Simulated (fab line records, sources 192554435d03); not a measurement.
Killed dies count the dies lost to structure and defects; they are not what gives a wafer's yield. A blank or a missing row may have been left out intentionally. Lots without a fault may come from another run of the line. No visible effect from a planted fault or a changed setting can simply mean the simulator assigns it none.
Matching of chambers + flow n5Finfet + rieDiel-04 running N5_BEOL_M1_ETCH_63: 4 sister chambers
The step etches SiARC in CF4, target depth 15.6 nm, time 26 s. 4 wafers are shown with their chamber, then 12 later ones without.

WAFERS PAIRED WITH THEIR CHAMBERS
| wafer  | chamber | showerheadPlenumPTorr (Torr) |
|--------|---------|------------------------------|
| L084.4 | 3       | 2.22                         |
| L086.1 | 1       | 2.10                         |
| L086.3 | 0       | 2.11                         |
| L086.4 | 2       | 2.05                         |

WAFERS WITHOUT THEIR CHAMBER
| wafer  | showerheadPlenumPTorr (Torr) |
|--------|------------------------------|
| L092.1 | 2.05                         |
| L092.2 | 2.21                         |
| L092.5 | 2.05                         |
| L093.3 | 2.10                         |
| L093.4 | 2.10                         |
| L093.6 | 2.05                         |
| L096.2 | 2.05                         |
| L096.3 | 2.10                         |
| L096.4 | 2.10                         |
| L097.1 | 2.05                         |
| L097.3 | 2.10                         |
| L097.6 | 2.10                         |

WHICH CHAMBER EACH WENT THROUGH
| wafer  | from the rows above | in truth                   |
|--------|---------------------|----------------------------|
| L092.1 | 2                   | 2                          |
| L092.2 | 3                   | 3                          |
| L092.5 | 2                   | 2                          |
| L093.3 | 1                   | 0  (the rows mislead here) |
| L093.4 | 1                   | 1                          |
| L093.6 | 2                   | 2                          |
| L096.2 | 2                   | 2                          |
| L096.3 | 1                   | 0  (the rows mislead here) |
| L096.4 | 1                   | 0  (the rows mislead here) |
| L097.1 | 2                   | 2                          |
| L097.3 | 1                   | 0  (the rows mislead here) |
| L097.6 | 1                   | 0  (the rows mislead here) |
7 of 12 placed correctly. Not placeable from these rows: 0. Number placed wrongly: 5.
How it was worked out, from the rows above alone: a wafer's distance from a chamber is the root of the sum, over the readings, of the square of ((its reading less the chamber's mean) divided by the reading's scatter). The wafer belongs to the nearest chamber; if the next one is less than 2 further off, it can't be placed. Each chamber's mean is taken over the wafers shown for it. The scatter: root of mean squared gap, hidden wafer to nearest shown wafer, with one shown wafer a chamber.
